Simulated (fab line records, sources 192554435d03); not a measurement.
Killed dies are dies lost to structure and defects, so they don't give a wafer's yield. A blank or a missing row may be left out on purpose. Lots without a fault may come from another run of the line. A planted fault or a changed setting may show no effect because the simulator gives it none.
A struck lot beside a sound one | flow n5_finfet | 15 steps out of a route of 1938
Sound: wafers L679.1, L679.3, L679.5. Struck: wafers L693.1, L693.5, L693.6. The cause comes at the end.
At each step with rows: each side's tool, then ch and its chambers, then its first start. Under that, the readings that differ: sound wafers | struck wafers | difference of the means | sigmas: that difference in standard deviations of wafers without a fault.
alike: readings whose means differ by less than 2 such deviations, and words and numbers that are the same on both sides. not compared: withheld readings, readings that some wafer has no value for, bounds like >300 that may hide the same value, and numbers for which the record gives no deviation and whose values overlap.
The two part at a step that has a row with sigmas, a row that says differs or no value, or rows on one side only. Numbers that don't overlap but have no deviation are shown without sigmas and don't part them. A reading that every wafer of one side lacks parts them only if that side has two wafers or more.

first, 4 steps without rows for these wafers: N5_STI_FIN_REVEAL_PRECLEAN_25 (cleans in SPM, time 90 s); N5_STI_FIN_REVEAL_PRECLEAN_26 (cleans in SC1, time 45 s); N5_STI_FIN_REVEAL_PRECLEAN_29 (cleans in DHF, time 30 s); N5_STI_FIN_REVEAL_SRD_12 (time 30 s).
N5_STI_FIN_REVEAL_RECESS_09: chemistry HF/NH3, target SiO2, afs cycles 11, target depth 42.5 nm, sublimation time 60 s.
  sound on vapor_etch-02 ch 0,1, day 3 12:01; struck on vapor_etch-01 ch 0,1, day 6 22:30
  alike: drypump_motor_current_A
then, 2 steps without rows for these wafers: N5_STI_FIN_REVEAL_STRIP_16 (strips SiNx in H3PO4, target depth 23.8 nm); N5_STI_FIN_REVEAL_PRECLEAN_17 (cleans in NF3:NH3, afs cycles 1, time 20 s, sublimation time 60 s).
N5_STI_FIN_REVEAL_ETCH_34: etches Si in H2, material Si, target depth 0.97 nm.
  sound on rie_si-06 ch 0,1, day 3 14:21; struck on rie_si-06 ch 0,1,3, day 7 00:35
  alike: drypump_motor_current_A, h2_flow_sccm, he_backside_leak_sccm, he_flow_sccm, oes_product_au, throttle_valve_pct
  not compared: rf_hours_counter_h
N5_STI_FIN_REVEAL_OXIDATION_31: chemistry O2 PLASMA REMOTE, time 20 s.
  sound on plasma_asher-01 ch 0,1, day 3 14:25; struck on plasma_asher-01 ch 0,1, day 7 00:40
  alike: drypump_motor_current_A, heater_power_w, temp_c, temp_c_max
  not compared: rf_hours_counter_h
then, 3 steps without rows for these wafers: N5_STI_FIN_REVEAL_PRECLEAN_32 (cleans in NF3:NH3, afs cycles 1, time 20 s, sublimation time 60 s); N5_STI_FIN_REVEAL_STRIP_35 (strips Si3N4 in H3PO4, target depth 4 nm, time 39 s); N5_STI_FIN_REVEAL_SRD_21 (time 30 s).
N5_STI_FIN_REVEAL_OXIDATION_33: chemistry O2 PLASMA REMOTE, time 20 s.
  sound on plasma_asher-01 ch 0,1, day 3 14:46; struck on plasma_asher-01 ch 0,1, day 7 01:01
  reading    | sound                | struck               | difference | sigmas
  temp_c (C) | 149.85 149.87 150.07 | 140.91 141.05 141.06 | -8.92      | -59
  temp_c_max | 150.4 150.5 151.2    | 142.0 142.4 141.8    | -8.6       | -28
  alike: drypump_motor_current_A, heater_power_w
  not compared: rf_hours_counter_h
then, 1 step without rows for these wafers: N5_STI_FIN_REVEAL_CLEAN_19 (cleans in O3/DIW, time 120 s).
-- the record jumps here: 12 days lie between the struck wafers' starts before and after (it left off in module STI_FIN_REVEAL and takes up again in module BEOL_M4, whose first step shown is number 1111 of the route) --
N5_BEOL_M4_RC_MEAS_101:
  sound on prober-01 ch 0, day 14 04:29; struck on prober-02 ch 0, day 19 03:35
  alike: DIBL_N, DIBL_P, IOFF_N, IOFF_P, ION_N, ION_P, SS_N, SS_P, VT_N, VT_P

WHERE THEY PART
Only at N5_STI_FIN_REVEAL_OXIDATION_33, within this record. Later steps at which nothing parts them and some readings are alike: N5_BEOL_M4_RC_MEAS_101.

WHY: what the simulator had put in
Process parameter drift: plasma_asher-01, from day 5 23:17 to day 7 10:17, at N5_STI_FIN_REVEAL_OXIDATION_33. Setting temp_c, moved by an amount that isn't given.
